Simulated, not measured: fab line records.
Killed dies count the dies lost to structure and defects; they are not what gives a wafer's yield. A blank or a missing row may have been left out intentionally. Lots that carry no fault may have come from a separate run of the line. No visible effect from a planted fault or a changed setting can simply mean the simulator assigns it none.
What tool caused it? / flow n5 finfet / 72 wafers from 24 lots sampled at 3 of the route's 1938 steps

## WHAT EACH GAUGE READ, for each wafer
N5_BEOL_M14_OVL_MEAS_29.
lot=L074; measured=day 11 08:16; on=overlay-02; M14_OVL (nm)=17 8 13
lot=L075; measured=day 11 14:43; on=overlay-02; M14_OVL (nm)=1 10 8
lot=L076; measured=day 12 05:19; on=overlay-01; M14_OVL (nm)=6 6 -1
lot=L080; measured=day 12 11:31; on=overlay-02; M14_OVL (nm)=3 0 5
lot=L079; measured=day 12 16:40; on=overlay-01; M14_OVL (nm)=-4 3 0
lot=L077; measured=day 12 21:42; on=overlay-02; M14_OVL (nm)=-4 -2 -6
lot=L081; measured=day 12 22:27; on=overlay-02; M14_OVL (nm)=8 -1 5
lot=L078; measured=day 12 23:47; on=overlay-02; M14_OVL (nm)=6 1 11
lot=L082; measured=day 13 06:26; on=overlay-01; M14_OVL (nm)=7 -4 1
lot=L083; measured=day 13 14:44; on=overlay-02; M14_OVL (nm)=4 6 5
lot=L084; measured=day 13 21:17; on=overlay-02; M14_OVL (nm)=5 3 4
lot=L085; measured=day 14 12:38; on=overlay-02; M14_OVL (nm)=-2 3 6
lot=L087; measured=day 14 13:07; on=overlay-02; M14_OVL (nm)=13 9 10
lot=L089; measured=day 14 21:37; on=overlay-01; M14_OVL (nm)=5 6 3
lot=L086; measured=day 14 22:16; on=overlay-02; M14_OVL (nm)=-3 -10 -3
lot=L091; measured=day 14 23:59; on=overlay-02; M14_OVL (nm)=6 -1 1
lot=L090; measured=day 15 01:17; on=overlay-01; M14_OVL (nm)=0 -2 5
lot=L088; measured=day 15 04:32; on=overlay-02; M14_OVL (nm)=-6 -1 3
lot=L093; measured=day 15 11:41; on=overlay-01; M14_OVL (nm)=6 2 10
lot=L094; measured=day 16 07:17; on=overlay-02; M14_OVL (nm)=3 3 3
lot=L092; measured=day 16 07:57; on=overlay-02; M14_OVL (nm)=3 -4 1
lot=L096; measured=day 17 02:36; on=overlay-02; M14_OVL (nm)=-3 2 1
lot=L097; measured=day 17 09:08; on=overlay-02; M14_OVL (nm)=1 6 -1
lot=L095; measured=day 17 11:46; on=overlay-02; M14_OVL (nm)=-1 -2 -7

N5_BEOL_M14_OCD_MEAS_35.
lot=L074; measured=day 11 09:04; on=ocd-02; trench depth nm (nm)=561 566 531
lot=L075; measured=day 11 15:24; on=ocd-02; trench depth nm (nm)=555 561 580
lot=L076; measured=day 12 05:59; on=ocd-02; trench depth nm (nm)=576 556 579
lot=L080; measured=day 12 12:15; on=ocd-01; trench depth nm (nm)=572 554 563
lot=L079; measured=day 12 17:26; on=ocd-02; trench depth nm (nm)=565 575 558
lot=L077; measured=day 12 22:22; on=ocd-01; trench depth nm (nm)=572 574 558
lot=L081; measured=day 12 23:07; on=ocd-02; trench depth nm (nm)=581 542 576
lot=L078; measured=day 13 00:27; on=ocd-02; trench depth nm (nm)=562 562 580
lot=L082; measured=day 13 07:17; on=ocd-02; trench depth nm (nm)=569 552 574
lot=L083; measured=day 13 15:31; on=ocd-01; trench depth nm (nm)=573 562 576
lot=L084; measured=day 13 22:02; on=ocd-02; trench depth nm (nm)=579 563 578
lot=L085; measured=day 14 13:18; on=ocd-01; trench depth nm (nm)=570 564 556
lot=L087; measured=day 14 13:53; on=ocd-02; trench depth nm (nm)=554 563 565
lot=L089; measured=day 14 22:53; on=ocd-01; trench depth nm (nm)=563 581 585
lot=L086; measured=day 14 23:43; on=ocd-02; trench depth nm (nm)=560 569 550
lot=L091; measured=day 15 02:58; on=ocd-02; trench depth nm (nm)=562 562 570
lot=L090; measured=day 15 03:36; on=ocd-02; trench depth nm (nm)=583 580 548
lot=L088; measured=day 15 05:13; on=ocd-01; trench depth nm (nm)=556 556 551
lot=L093; measured=day 15 12:21; on=ocd-02; trench depth nm (nm)=568 554 567
lot=L094; measured=day 16 08:10; on=ocd-01; trench depth nm (nm)=562 554 558
lot=L092; measured=day 16 09:38; on=ocd-01; trench depth nm (nm)=560 558 553
lot=L096; measured=day 17 04:23; on=ocd-01; trench depth nm (nm)=560 566 566
lot=L097; measured=day 17 09:48; on=ocd-02; trench depth nm (nm)=554 550 556
lot=L095; measured=day 17 12:26; on=ocd-01; trench depth nm (nm)=545 574 568

## TOOL THAT RAN EACH LOT (tool first, then ch and the chambers of the sampled wafers, then the start)
lot=L074; N5_BEOL_M13_DESCUM_33=rie diel-02 ch 0,2,3, day 11 03:56
lot=L075; N5_BEOL_M13_DESCUM_33=rie diel-01 ch 1,2,3, day 11 08:03
lot=L076; N5_BEOL_M13_DESCUM_33=rie diel-03 ch 0,2, day 12 00:16
lot=L080; N5_BEOL_M13_DESCUM_33=rie diel-02 ch 2,3, day 12 04:41
lot=L079; N5_BEOL_M13_DESCUM_33=rie diel-02 ch 0,1,2, day 12 06:38
lot=L077; N5_BEOL_M13_DESCUM_33=rie diel-02 ch 0,2,3, day 12 15:26
lot=L081; N5_BEOL_M13_DESCUM_33=rie diel-02 ch 0,1, day 12 17:35
lot=L078; N5_BEOL_M13_DESCUM_33=rie diel-03 ch 1,2, day 12 17:49
lot=L082; N5_BEOL_M13_DESCUM_33=rie diel-03 ch 1,2, day 12 19:20
lot=L083; N5_BEOL_M13_DESCUM_33=rie diel-02 ch 1,3, day 13 07:05
lot=L084; N5_BEOL_M13_DESCUM_33=rie diel-02 ch 0,2,3, day 13 15:29
lot=L085; N5_BEOL_M13_DESCUM_33=rie diel-01 ch 0,1,3, day 14 04:25
lot=L087; N5_BEOL_M13_DESCUM_33=rie diel-01 ch 2,3, day 14 06:53
lot=L089; N5_BEOL_M13_DESCUM_33=rie diel-03 ch 1,2, day 14 16:13
lot=L086; N5_BEOL_M13_DESCUM_33=rie diel-02 ch 0,2,3, day 14 16:21
lot=L091; N5_BEOL_M13_DESCUM_33=rie diel-03 ch 1,2, day 14 18:53
lot=L090; N5_BEOL_M13_DESCUM_33=rie diel-01 ch 0,1, day 14 19:56
lot=L088; N5_BEOL_M13_DESCUM_33=rie diel-03 ch 0,2, day 14 23:14
lot=L093; N5_BEOL_M13_DESCUM_33=rie diel-03 ch 2,3, day 15 05:18
lot=L094; N5_BEOL_M13_DESCUM_33=rie diel-02 ch 0,2, day 16 01:39
lot=L092; N5_BEOL_M13_DESCUM_33=rie diel-02 ch 0,1, day 16 02:40
lot=L096; N5_BEOL_M13_DESCUM_33=rie diel-01 ch 0,3, day 16 21:40
lot=L097; N5_BEOL_M13_DESCUM_33=rie diel-03 ch 0,1,2, day 17 02:47
lot=L095; N5_BEOL_M13_DESCUM_33=rie diel-03 ch 1,2,3, day 17 03:25
- N5_BEOL_M13_DESCUM_33: chemistry O2, time 7.9 s.

## WHAT THE TOOLS THEMSELVES READ (means of the sampled wafers that have a number; where no wafer has one, the mark that the record gives instead)
N5_BEOL_M13_DESCUM_33.
lot=L074; tool=rie diel-02; drypump motor current A (A)=5.6; oes product au (a.u.)=0.77; rf vpp V (V)=243.4; showerhead plenum p Torr (Torr)=2.06; throttle valve pct (%)=20.56
lot=L075; tool=rie diel-01; drypump motor current A (A)=5.3; oes product au (a.u.)=0.83; rf vpp V (V)=243.8; showerhead plenum p Torr (Torr)=2.17; throttle valve pct (%)=20.56
lot=L076; tool=rie diel-03; drypump motor current A (A)=5.7; oes product au (a.u.)=0.72; rf vpp V (V)=243.4; showerhead plenum p Torr (Torr)=2.10; throttle valve pct (%)=20.53
lot=L080; tool=rie diel-02; drypump motor current A (A)=5.9; oes product au (a.u.)=0.77; rf vpp V (V)=242.3; showerhead plenum p Torr (Torr)=2.02; throttle valve pct (%)=20.66
lot=L079; tool=rie diel-02; drypump motor current A (A)=5.4; oes product au (a.u.)=0.72; rf vpp V (V)=241.4; showerhead plenum p Torr (Torr)=1.99; throttle valve pct (%)=20.51
lot=L077; tool=rie diel-02; drypump motor current A (A)=5.7; oes product au (a.u.)=0.77; rf vpp V (V)=242.4; showerhead plenum p Torr (Torr)=2.06; throttle valve pct (%)=20.59
lot=L081; tool=rie diel-02; drypump motor current A (A)=5.2; oes product au (a.u.)=0.70; rf vpp V (V)=243.0; showerhead plenum p Torr (Torr)=2.03; throttle valve pct (%)=20.45
lot=L078; tool=rie diel-03; drypump motor current A (A)=6.1; oes product au (a.u.)=0.71; rf vpp V (V)=243.9; showerhead plenum p Torr (Torr)=2.13; throttle valve pct (%)=20.40
lot=L082; tool=rie diel-03; drypump motor current A (A)=6.1; oes product au (a.u.)=0.71; rf vpp V (V)=243.9; showerhead plenum p Torr (Torr)=2.13; throttle valve pct (%)=20.40
lot=L083; tool=rie diel-02; drypump motor current A (A)=5.4; oes product au (a.u.)=0.76; rf vpp V (V)=244.0; showerhead plenum p Torr (Torr)=2.11; throttle valve pct (%)=20.25
lot=L084; tool=rie diel-02; drypump motor current A (A)=5.6; oes product au (a.u.)=0.76; rf vpp V (V)=242.3; showerhead plenum p Torr (Torr)=2.06; throttle valve pct (%)=20.60
lot=L085; tool=rie diel-01; drypump motor current A (A)=5.7; oes product au (a.u.)=0.74; rf vpp V (V)=243.7; showerhead plenum p Torr (Torr)=2.15; throttle valve pct (%)=20.67
lot=L087; tool=rie diel-01; drypump motor current A (A)=5.1; oes product au (a.u.)=0.77; rf vpp V (V)=243.2; showerhead plenum p Torr (Torr)=2.12; throttle valve pct (%)=20.57
lot=L089; tool=rie diel-03; drypump motor current A (A)=5.6; oes product au (a.u.)=0.70; rf vpp V (V)=243.1; showerhead plenum p Torr (Torr)=2.10; throttle valve pct (%)=20.59
lot=L086; tool=rie diel-02; drypump motor current A (A)=5.6; oes product au (a.u.)=0.75; rf vpp V (V)=243.2; showerhead plenum p Torr (Torr)=2.05; throttle valve pct (%)=20.61
lot=L091; tool=rie diel-03; drypump motor current A (A)=6.1; oes product au (a.u.)=0.70; rf vpp V (V)=245.0; showerhead plenum p Torr (Torr)=2.13; throttle valve pct (%)=20.42
lot=L090; tool=rie diel-01; drypump motor current A (A)=5.9; oes product au (a.u.)=0.76; rf vpp V (V)=245.1; showerhead plenum p Torr (Torr)=2.19; throttle valve pct (%)=20.70
lot=L088; tool=rie diel-03; drypump motor current A (A)=5.7; oes product au (a.u.)=0.70; rf vpp V (V)=242.6; showerhead plenum p Torr (Torr)=2.09; throttle valve pct (%)=20.57
lot=L093; tool=rie diel-03; drypump motor current A (A)=6.2; oes product au (a.u.)=0.72; rf vpp V (V)=244.5; showerhead plenum p Torr (Torr)=2.16; throttle valve pct (%)=20.34
lot=L094; tool=rie diel-02; drypump motor current A (A)=5.8; oes product au (a.u.)=0.72; rf vpp V (V)=241.4; showerhead plenum p Torr (Torr)=1.96; throttle valve pct (%)=20.80
lot=L092; tool=rie diel-02; drypump motor current A (A)=5.2; oes product au (a.u.)=0.81; rf vpp V (V)=243.9; showerhead plenum p Torr (Torr)=2.11; throttle valve pct (%)=20.39
lot=L096; tool=rie diel-01; drypump motor current A (A)=5.9; oes product au (a.u.)=0.69; rf vpp V (V)=243.8; showerhead plenum p Torr (Torr)=2.12; throttle valve pct (%)=20.66
lot=L097; tool=rie diel-03; drypump motor current A (A)=5.6; oes product au (a.u.)=0.70; rf vpp V (V)=242.8; showerhead plenum p Torr (Torr)=2.09; throttle valve pct (%)=20.62
lot=L095; tool=rie diel-03; drypump motor current A (A)=5.9; oes product au (a.u.)=0.70; rf vpp V (V)=243.9; showerhead plenum p Torr (Torr)=2.13; throttle valve pct (%)=20.55

## THE ANSWER, worked out from the rows above alone
Rule: the lots themselves supply what counts as usual. The widest of any qualifying gaps counts: lots, ordered by their means at a reading, are off when they make up no more than a third of the lots, leave a main group of 4 or more, and stand apart from it by 3 or more times the standard deviation of that group's means. A main group is skipped when, at the precision printed for the reading in the tables above, its means are all equal. Also off: a lot with no number at a reading for which 4 or more lots have one. Where the step has rows for the other lots, those lots are counted as sound. First the gauges in route order, then the tools' own readings, where a lot's mean is used as printed above. The first step at which some lot is off is used, and at that step the reading that is off furthest; a lot without a number counts as furthest.
None of the lots is off at any reading shown; this tells nothing.

## WHAT HAD BEEN PUT IN BY THE SIMULATOR
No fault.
